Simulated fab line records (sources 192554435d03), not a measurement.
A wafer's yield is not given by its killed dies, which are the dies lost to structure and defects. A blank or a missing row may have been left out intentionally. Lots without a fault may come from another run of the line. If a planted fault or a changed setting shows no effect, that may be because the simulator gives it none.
Matching of chambers + flow n5_finfet + N5_FIN_CUT_ETCH_30 on rie_diel-01: 4 sister chambers
The step etches underlayer in N2/H2, target depth 13 nm, time 10.4 s. 4 wafers are shown with their chamber, then 8 later ones without.

## EACH WAFER AND ITS CHAMBER
| wafer  | chamber | showerhead_plenum_p_Torr (Torr) |
|--------|---------|---------------------------------|
| L083.4 | 3       | 2.55                            |
| L085.2 | 2       | 2.40                            |
| L085.4 | 1       | 2.72                            |
| L086.1 | 0       | 2.66                            |

## WAFERS WITH NO CHAMBER GIVEN
| wafer  | showerhead_plenum_p_Torr (Torr) |
|--------|---------------------------------|
| L086.3 | 2.72                            |
| L086.4 | 2.66                            |
| L094.1 | 2.71                            |
| L094.4 | 2.65                            |
| L094.6 | 2.71                            |
| L095.1 | 2.71                            |
| L095.3 | 2.65                            |
| L095.4 | 2.54                            |

## WHICH CHAMBER EACH ONE RAN IN
| wafer  | from the rows above | in truth                   |
|--------|---------------------|----------------------------|
| L086.3 | 1                   | 1                          |
| L086.4 | 0                   | 0                          |
| L094.1 | 1                   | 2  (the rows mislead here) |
| L094.4 | 0                   | 0                          |
| L094.6 | 1                   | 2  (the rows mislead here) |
| L095.1 | 1                   | 1                          |
| L095.3 | 0                   | 0                          |
| L095.4 | 3                   | 3                          |
Correctly placed: 6 of 8. Number that these rows cannot place: 0. Number placed wrongly: 2.
How it was worked out, from the rows above alone: a wafer's distance from a chamber is the root of the sum, over the readings, of the square of ((its reading less the chamber's mean) divided by the reading's scatter). The wafer belongs to the nearest chamber; if the next one is less than 2 further off, it can't be placed. Each chamber's mean is taken over the wafers shown for it. The scatter: with one shown wafer a chamber, the root of the mean of the squares of how far each hidden wafer lies from its nearest shown one.
